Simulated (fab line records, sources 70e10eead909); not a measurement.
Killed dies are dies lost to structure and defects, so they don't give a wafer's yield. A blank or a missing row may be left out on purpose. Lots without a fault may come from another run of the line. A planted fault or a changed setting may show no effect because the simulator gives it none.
Chamber matching | flow nand_harc | NHARC_THIN_TSV_DEP_43 on pecvd-03: 3 sister chambers
The step deposits SiO2, target thk 1328.5 nm. 3 wafers are shown with their chamber, then 11 later ones without.

WAFERS WITH THEIR CHAMBER
wafer  | chamber | throttle_valve_pct (%)
L082.1 | 0       | 15.8
L086.3 | 2       | 16.5
L085.1 | 1       | 15.3

WAFERS WITHOUT THEIR CHAMBER
wafer  | throttle_valve_pct (%)
L085.2 | 16.4
L085.5 | 15.6
L087.3 | 15.5
L087.4 | 16.3
L087.6 | 15.3
L093.2 | 16.4
L093.5 | 16.5
L093.6 | 15.4
L097.2 | 14.7
L097.3 | 14.9
L097.5 | 15.6

WHICH CHAMBER EACH WENT THROUGH
wafer  | from the rows above     | in truth
L085.2 | can't be placed: 2 or 0 | 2
L085.5 | can't be placed: 0 or 1 | 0
L087.3 | can't be placed: 1 or 0 | 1
L087.4 | can't be placed: 2 or 0 | 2
L087.6 | can't be placed: 1 or 0 | 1
L093.2 | can't be placed: 2 or 0 | 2
L093.5 | 2                       | 2
L093.6 | can't be placed: 1 or 0 | 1
L097.2 | can't be placed: 1 or 0 | 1
L097.3 | can't be placed: 1 or 0 | 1
L097.5 | can't be placed: 0 or 1 | 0
Placed correctly: 1 of 11. Can't be placed from these rows: 10 (the true chamber is among the candidates in 10). Placed wrongly: 0.
How it was worked out, from the rows above alone: a wafer's distance from a chamber is the root of the sum, over the readings, of the square of ((its reading less the chamber's mean) divided by the reading's scatter). The wafer belongs to the nearest chamber; if the next one is less than 2 further off, it can't be placed. A chamber's mean is the mean of its shown wafers. The scatter: with one shown wafer a chamber, the root of the mean of the squares of how far each hidden wafer lies from its nearest shown one.
